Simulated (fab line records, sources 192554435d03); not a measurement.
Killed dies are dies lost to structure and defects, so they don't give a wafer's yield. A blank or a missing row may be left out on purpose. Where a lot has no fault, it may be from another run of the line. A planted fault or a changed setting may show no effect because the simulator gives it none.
Which of the tools did it? + flow n5_finfet + 11 lots with 32 wafers sampled at 2 steps, on a route of 1938 steps

== WHAT THE GAUGES READ, wafer by wafer ==
N5_BEOL_M8_THK_MEAS_53: measures by xrf.
| lot  | measured     | on            | M8_THK (nm)    |
|------|--------------|---------------|----------------|
| L790 | day 9 09:11  | film_metro-02 | 77.0 78.3 79.9 |
| L791 | day 9 22:05  | film_metro-02 | 81.3 80.9 79.7 |
| L793 | day 10 07:18 | film_metro-02 | 79.4 78.6 79.9 |
| L796 | day 10 20:44 | film_metro-02 | 79.9 80.5 79.8 |
| L798 | day 11 09:04 | film_metro-02 | 81.5 81.1 80.1 |
| L805 | day 13 11:55 | film_metro-01 | 77.3 78.0 80.2 |
| L807 | day 13 19:18 | film_metro-02 | 82.1 79.7      |
| L809 | day 14 00:03 | film_metro-01 | 81.6 79.5 80.8 |
| L808 | day 14 06:00 | film_metro-02 | 76.4 77.5 75.0 |
| L811 | day 14 15:30 | film_metro-01 | 77.7 78.6 77.4 |
| L813 | day 15 02:14 | film_metro-01 | 80.3 78.8 79.2 |

N5_BEOL_M9_THK_MEAS_01.
| lot  | measured     | on            | M9_ILD_THK (nm) |
|------|--------------|---------------|-----------------|
| L790 | day 9 09:59  | film_metro-02 | 267 270 273     |
| L791 | day 9 22:52  | film_metro-01 | 265 265 270     |
| L793 | day 10 08:07 | film_metro-01 | 266 266 268     |
| L796 | day 10 21:32 | film_metro-01 | 269 270 270     |
| L798 | day 11 10:04 | film_metro-02 | 271 272 277     |
| L805 | day 13 12:42 | film_metro-01 | 270 273 272     |
| L807 | day 13 20:14 | film_metro-02 | 272 275         |
| L809 | day 14 00:50 | film_metro-02 | 269 273 273     |
| L808 | day 14 06:47 | film_metro-02 | 269 270 274     |
| L811 | day 14 16:17 | film_metro-01 | 269 270 273     |
| L813 | day 15 03:05 | film_metro-02 | 267 273 272     |

== TOOL THAT RAN EACH LOT (tool first, then ch and the chambers of the sampled wafers, then the start) ==
The record shows no process step preceding these readings.

== AS READ BY THE TOOLS THEMSELVES (means over the sampled wafers that have a number; for cases with no such wafer, the mark the record gives instead) ==
The record holds no such reading with a usual standard deviation.

== THE ANSWER, worked out from the rows above alone ==
Rule: what is usual is taken from the lots themselves. Put in order of their means at a reading, lots are off if they are a third of the lots or fewer, leave a main group of 4 or more, and stand apart from it by a gap of 3 or more times the standard deviation of the main group's means; of several such gaps the widest counts. A main group whose means are all the same, to the digits that the tables above print for the reading, isn't used. A lot without any number at a reading at which 4 lots or more have one is off too. Where the step has rows for the other lots, those lots are counted as sound. First the gauges in route order, then the tools' own readings, where a lot's mean is used as printed above. At the first step where some lot is off, the reading lying furthest off is the one used; lots without a number count as furthest.
No lot is off at any reading shown: from this, nothing can be told.

== WHAT WAS PUT IN BY THE SIMULATOR ==
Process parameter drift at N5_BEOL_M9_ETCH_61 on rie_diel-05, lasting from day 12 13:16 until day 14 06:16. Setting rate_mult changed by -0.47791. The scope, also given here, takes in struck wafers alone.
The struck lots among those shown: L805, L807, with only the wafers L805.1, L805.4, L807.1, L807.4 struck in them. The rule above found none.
